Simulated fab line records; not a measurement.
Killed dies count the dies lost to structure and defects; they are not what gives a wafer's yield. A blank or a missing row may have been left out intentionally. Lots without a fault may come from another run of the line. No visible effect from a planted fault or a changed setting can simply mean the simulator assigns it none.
Lot-split experiment :: flow n5_finfet :: on a route of 1938 steps: 7 lots, 21 wafers read

## THE SPLIT
At N5_PASSIVATION_PECVD_55 (deposits SiO2 from SiH4/N2O, target thk 400 nm, time 22.5 s), the setting time_s was moved away from the recipe's 22.5 s on 8 of the 21 wafers read, by -14.8% to +14.7%. For the rest of the wafers, this setting stayed at what the recipe calls for.

The split's own step is where the reading is taken.

## THE READING
SiO2_of_PASSIVATION_PECVD_55.thk_nm (the simulator's own value, which no gauge read), in nm, at N5_PASSIVATION_PECVD_55 (deposits SiO2 from SiH4/N2O, target thk 400 nm, time 22.5 s). There is no usual value for it anywhere in the file. Here, 13 wafers ran the recipe; their average is 397.5 nm with a standard deviation of 6 nm.

wafer: L075.2
tool, chamber at the split: pecvd-04, 1
time_s as run, s: 25.81
against the recipe: +14.7%
SiO2_of_PASSIVATION_PECVD_55.thk_nm, nm: 454
against lot-mates on the recipe: +53.6

wafer: L075.3
tool, chamber at the split: pecvd-04, 0
time_s as run, s: 22.5
against the recipe: recipe
SiO2_of_PASSIVATION_PECVD_55.thk_nm, nm: 400.4
against lot-mates on the recipe: -

wafer: L075.4
tool, chamber at the split: pecvd-04, 1
time_s as run, s: 25.81
against the recipe: +14.7%
SiO2_of_PASSIVATION_PECVD_55.thk_nm, nm: 464.8
against lot-mates on the recipe: +64.4

wafer: L077.3
tool, chamber at the split: pecvd-01, 0
time_s as run, s: 25.67
against the recipe: +14.1%
SiO2_of_PASSIVATION_PECVD_55.thk_nm, nm: 452.6
against lot-mates on the recipe: +48.0

wafer: L077.4
tool, chamber at the split: pecvd-01, 0
time_s as run, s: 25.67
against the recipe: +14.1%
SiO2_of_PASSIVATION_PECVD_55.thk_nm, nm: 462.2
against lot-mates on the recipe: +57.6

wafer: L077.6
tool, chamber at the split: pecvd-01, 1
time_s as run, s: 22.5
against the recipe: recipe
SiO2_of_PASSIVATION_PECVD_55.thk_nm, nm: 404.6
against lot-mates on the recipe: -

wafer: L080.3
tool, chamber at the split: pecvd-02, 0
time_s as run, s: 22.5
against the recipe: recipe
SiO2_of_PASSIVATION_PECVD_55.thk_nm, nm: 402.4
against lot-mates on the recipe: -

wafer: L080.4
tool, chamber at the split: pecvd-02, 2
time_s as run, s: 22.5
against the recipe: recipe
SiO2_of_PASSIVATION_PECVD_55.thk_nm, nm: 403.2
against lot-mates on the recipe: -

wafer: L080.6
tool, chamber at the split: pecvd-02, 2
time_s as run, s: 22.5
against the recipe: recipe
SiO2_of_PASSIVATION_PECVD_55.thk_nm, nm: 402.8
against lot-mates on the recipe: -

wafer: L084.1
tool, chamber at the split: pecvd-01, 2
time_s as run, s: 22.5
against the recipe: recipe
SiO2_of_PASSIVATION_PECVD_55.thk_nm, nm: 393.4
against lot-mates on the recipe: -

wafer: L084.3
tool, chamber at the split: pecvd-01, 0
time_s as run, s: 22.5
against the recipe: recipe
SiO2_of_PASSIVATION_PECVD_55.thk_nm, nm: 390.4
against lot-mates on the recipe: -

wafer: L084.5
tool, chamber at the split: pecvd-01, 1
time_s as run, s: 22.5
against the recipe: recipe
SiO2_of_PASSIVATION_PECVD_55.thk_nm, nm: 407
against lot-mates on the recipe: -

wafer: L092.1
tool, chamber at the split: pecvd-02, 2
time_s as run, s: 22.5
against the recipe: recipe
SiO2_of_PASSIVATION_PECVD_55.thk_nm, nm: 392.6
against lot-mates on the recipe: -

wafer: L092.3
tool, chamber at the split: pecvd-02, 2
time_s as run, s: 23.83
against the recipe: +5.9%
SiO2_of_PASSIVATION_PECVD_55.thk_nm, nm: 423.2
against lot-mates on the recipe: +30.6

wafer: L092.6
tool, chamber at the split: pecvd-02, 2
time_s as run, s: 23.83
against the recipe: +5.9%
SiO2_of_PASSIVATION_PECVD_55.thk_nm, nm: 424.4
against lot-mates on the recipe: +31.8

wafer: L095.1
tool, chamber at the split: pecvd-04, 0
time_s as run, s: 22.5
against the recipe: recipe
SiO2_of_PASSIVATION_PECVD_55.thk_nm, nm: 389.8
against lot-mates on the recipe: -

wafer: L095.3
tool, chamber at the split: pecvd-04, 1
time_s as run, s: 22.5
against the recipe: recipe
SiO2_of_PASSIVATION_PECVD_55.thk_nm, nm: 389.2
against lot-mates on the recipe: -

wafer: L095.6
tool, chamber at the split: pecvd-04, 2
time_s as run, s: 22.5
against the recipe: recipe
SiO2_of_PASSIVATION_PECVD_55.thk_nm, nm: 397.4
against lot-mates on the recipe: -

wafer: L096.2
tool, chamber at the split: pecvd-04, 1
time_s as run, s: 22.5
against the recipe: recipe
SiO2_of_PASSIVATION_PECVD_55.thk_nm, nm: 394.2
against lot-mates on the recipe: -

wafer: L096.3
tool, chamber at the split: pecvd-04, 1
time_s as run, s: 19.17
against the recipe: -14.8%
SiO2_of_PASSIVATION_PECVD_55.thk_nm, nm: 335.6
against lot-mates on the recipe: -58.6

wafer: L096.4
tool, chamber at the split: pecvd-04, 0
time_s as run, s: 19.17
against the recipe: -14.8%
SiO2_of_PASSIVATION_PECVD_55.thk_nm, nm: 342
against lot-mates on the recipe: -52.2

FIT RESULTS
A straight line over all 21 wafers: SiO2_of_PASSIVATION_PECVD_55.thk_nm changes by +4.13 nm for each +1% of time_s; r = +0.99; the points scatter about the line by 5.7 nm.
The same after taking each lot's own level away (the mean of its wafers on the recipe; 21 wafers): +3.88 nm for each +1%; r = +0.99; scatter 4.9 nm.
According to that fit, moving time_s by its largest amount changes the reading by 57 nm.
Measured against the standard deviation above, the lots' own levels, which go from 392.13 to 404.60 nm, span 2.1 times it.
Hence the lot-to-lot level has little effect on the slope; both slopes agree.
Check: for one of the wafers moved furthest among these (-14.8%), held out of the fit, the line's prediction against its lot-mates is -55.7 nm. Against them it came out at -58.6 nm.

## OTHER SPLITS APPLIED TO THESE WAFERS
Note: prior to the reading, these wafers also went through further splits. Each is held against what the fit with the lots' levels taken away leaves over:
other split on the same wafers: N5_BEOL_M15_PEB_26 peb_time_s
wafers away from the commonest value: 12
r with SiO2_of_PASSIVATION_PECVD_55.thk_nm (lot level and that fit taken away): +0.02

other split on the same wafers: N5_BEOL_M15_TRENCH_ETCH_34 bias_w
wafers away from the commonest value: 7
r with SiO2_of_PASSIVATION_PECVD_55.thk_nm (lot level and that fit taken away): -0.07

## THE WHOLE CHAIN: every reading that the file lists as answering this split, in the file's order
step: N5_PASSIVATION_PECVD_55
what it does: deposits SiO2 from SiH4/N2O, target thk 400 nm, time 22.5 s
reading: SiO2_of_PASSIVATION_PECVD_55.thk_nm (the simulator's own value, which no gauge read)
change (the file's fit): +3.91 nm for each +1% of the setting
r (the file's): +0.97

step: N5_PASSIVATION_VIA_ETCH_13
what it does: etches SiO2 in CHF3/O2, target depth 660 nm, time 330 s
reading: etch_rf_on_time_s
change (the file's fit): withheld for each +1% of the setting
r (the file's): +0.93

## THE FILE'S OWN FIT
SiO2_of_PASSIVATION_PECVD_55.thk_nm changes by +3.91 nm for each +1% of time_s, r = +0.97.
